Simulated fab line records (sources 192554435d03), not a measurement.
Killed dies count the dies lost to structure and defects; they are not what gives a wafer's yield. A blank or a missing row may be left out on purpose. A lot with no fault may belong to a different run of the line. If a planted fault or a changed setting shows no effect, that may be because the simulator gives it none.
Lot-split experiment    flow n5_finfet    21 wafers read across 7 lots, on a route 1938 steps long

== ON THE SPLIT ==
At N5_BEOL_M3_COAT_05 (resist thk 30 nm), the setting spin_rpm was moved away from the recipe's 1500 rpm on 6 of the 21 wafers read, by -8.1% to -3.9%. The other wafers ran this setting at the recipe's value.

== FROM THE SPLIT TO THE READING: what the file shows between them, 4 steps ==
- N5_BEOL_M3_EBR_07
- N5_BEOL_M3_SOFTBAKE_06: time 60 s
- N5_BEOL_M3_EXPOSE_08: exposes mask M3
- N5_BEOL_M3_PEB_09: peb time 60 s

== THE READING ==
CAR-EUV_of_BEOL_M3_COAT_05.thk_nm (the simulator's own value, which no gauge read), in nm, at N5_BEOL_M3_DEVELOP_10 (develop time 30 s). The file gives no usual value for it. The 15 wafers here that ran the recipe average 29.5 nm, standard deviation 0.098 nm.

wafer   tool, chamber at the split  spin_rpm as run, rpm  against the recipe  CAR-EUV_of_BEOL_M3_COAT_05.thk_nm, nm  against lot-mates on the recipe
L083.2  litho_track-05, 0           1402                  -6.5%               30.4                                   +1.0
L083.6  litho_track-05, 0           1402                  -6.5%               30.4                                   +1.0
L083.5  litho_track-05, 0           1500                  recipe              29.4                                   -
L084.2  litho_track-05, 0           1500                  recipe              29.4                                   -
L084.4  litho_track-05, 0           1427                  -4.9%               30.4                                   +0.9
L084.5  litho_track-05, 0           1500                  recipe              29.6                                   -
L086.1  litho_track-05, 0           1500                  recipe              29.6                                   -
L086.4  litho_track-05, 0           1500                  recipe              29.6                                   -
L086.6  litho_track-05, 0           1500                  recipe              29.4                                   -
L089.1  litho_track-03, 0           1378                  -8.1%               30.8                                   +1.4
L089.5  litho_track-03, 0           1378                  -8.1%               30.8                                   +1.4
L089.4  litho_track-03, 0           1500                  recipe              29.4                                   -
L091.1  litho_track-03, 0           1500                  recipe              29.6                                   -
L091.2  litho_track-03, 0           1500                  recipe              29.4                                   -
L091.3  litho_track-03, 0           1500                  recipe              29.4                                   -
L093.1  litho_track-03, 0           1500                  recipe              29.6                                   -
L093.4  litho_track-03, 0           1500                  recipe              29.6                                   -
L093.6  litho_track-03, 0           1442                  -3.9%               30.2                                   +0.6
L096.4  litho_track-01, 0           1500                  recipe              29.4                                   -
L096.5  litho_track-01, 0           1500                  recipe              29.4                                   -
L096.6  litho_track-01, 0           1500                  recipe              29.4                                   -

THE FIT
A straight line over all 21 wafers: CAR-EUV_of_BEOL_M3_COAT_05.thk_nm changes by -0.158 nm for each +1% of spin_rpm; r = -0.98; the points scatter about the line by 0.1 nm.
The same after taking each lot's own level away (the mean of its wafers on the recipe; 21 wafers): -0.166 nm for each +1%; r = -0.99; scatter 0.074 nm.
Per that fit: largest spin_rpm move, reading shift of 1.4 nm.
Across the lots, their own levels run from 29.40 to 29.60 nm, a range of 2.0 times the standard deviation given above.
So the lot-to-lot level changes the slope little: the two slopes agree.
Check: +1.33 nm against its lot-mates is what the line predicts for one of the wafers moved furthest among these (-8.1%) when that wafer is left out of the fit. It came out at +1.4 nm against them.

== FURTHER SPLITS ON THESE WAFERS ==
Before the reading, these wafers also passed through other splits. Each is held against what the fit with the lots' levels taken away leaves over:
other split on the same wafers             wafers away from the commonest value  r with CAR-EUV_of_BEOL_M3_COAT_05.thk_nm (lot level and that fit taken away)
N5_MOL_CONTACT_COAG_CVD_140 target_thk_a   7                                     +0.14
N5_BEOL_M0_TRENCH_ETCH_107 target_depth_a  9                                     +0.32
N5_BEOL_M1_TRENCH_ETCH_37 bias_w           7                                     +0.07
N5_BEOL_M2_ETCH_69 bias_w                  7                                     +0.02
N5_BEOL_M2_TRENCH_ETCH_37 time_s           9                                     -0.08

== THE WHOLE CHAIN: every reading that the file lists as answering this split, in the file's order ==
step                   what it does       reading                                                                             change (the file's fit)                r (the file's)
N5_BEOL_M3_COAT_05     resist thk 30 nm   CAR-EUV_of_BEOL_M3_COAT_05.thk_nm (the simulator's own value, which no gauge read)  -0.148 nm for each +1% of the setting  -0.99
N5_BEOL_M3_DEVELOP_10  develop time 30 s  CAR-EUV_of_BEOL_M3_COAT_05.thk_nm (the simulator's own value, which no gauge read)  -0.167 nm for each +1% of the setting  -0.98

== THE FILE'S OWN FIT ==
CAR-EUV_of_BEOL_M3_COAT_05.thk_nm changes by -0.167 nm for each +1% of spin_rpm, r = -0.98.
